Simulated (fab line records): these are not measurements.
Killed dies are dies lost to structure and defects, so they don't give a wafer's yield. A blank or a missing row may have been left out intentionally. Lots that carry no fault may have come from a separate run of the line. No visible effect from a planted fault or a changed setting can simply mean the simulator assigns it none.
Chamber matching	flow n5_finfet	4 sister chambers for N5_HKMG_FIN_ALD_71 on ald_metal-02
The step deposits TiN, target thk 1 nm, pulse time 1 s, purge time 3 s. 20 wafers are shown with their chamber, then 10 later ones without.

WAFERS PAIRED WITH THEIR CHAMBERS
wafer	chamber	heater_power_w (W)	heater_power_outer_w (W)	precursor_pulse_height_rel
L074.3	0	850	521	1.023
L074.4	2	1058	610	1.018
L074.6	0	846	528	0.990
L075.3	3	1132	685	0.995
L075.4	2	1088	618	0.994
L075.5	2	1059	593	1.002
L078.2	1	917	552	0.994
L078.5	2	1075	598	1.031
L078.6	3	1088	679	1.031
L081.1	0	830	521	1.010
L081.3	2	1065	604	1.035
L081.4	1	914	566	1.010
L085.2	1	918	560	0.989
L085.3	2	1042	621	1.032
L085.4	3	1079	669	1.011
L086.2	3	1099	676	1.001
L086.3	1	925	562	0.968
L086.6	0	844	526	1.008
L089.2	3	1103	672	1.002
L089.5	2	1069	618	0.994

SIGNATURES (means of the wafers above)
reading	chamber 0	chamber 1	chamber 2	chamber 3	scatter within a chamber
heater_power_w	842.50	918.50	1065.14	1100.20	14.1
heater_power_outer_w	524.00	560.00	608.86	676.20	7.93
precursor_pulse_height_rel	1.00775	0.99025	1.01514	1.00800	0.0163
Rule: distance of a wafer from a chamber = root of the sum over the readings of ((wafer's reading minus chamber's mean) / reading's scatter) squared. The wafer belongs to the nearest chamber; if the next one is less than 2 further off, it can't be placed. The scatter is the square root of a quotient: the sum, over the shown wafers, of each reading's squared deviation from its chamber's mean, divided by wafers minus chambers.

WAFERS WITH NO CHAMBER GIVEN
wafer	heater_power_w (W)	heater_power_outer_w (W)	precursor_pulse_height_rel
L089.6	1082	668	1.008
L091.2	829	533	0.992
L091.5	895	539	0.992
L091.6	1048	600	1.022
L094.2	891	565	0.982
L094.4	1043	593	0.989
L094.5	914	559	0.953
L096.2	827	523	1.008
L096.4	1060	595	0.978
L096.6	1059	593	0.985

CHAMBER TAKEN BY EACH
wafer	from the rows above	in truth
L089.6	3	3
L091.2	0	0
L091.5	can't be placed: 1 or 0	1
L091.6	2	2
L094.2	1	1
L094.4	2	2
L094.5	1	1
L096.2	0	0
L096.4	2	2
L096.6	2	2
9 of 10 placed correctly. Not placeable from these rows: 1 (in 1, the candidates include the true chamber). Wrongly placed: 0.
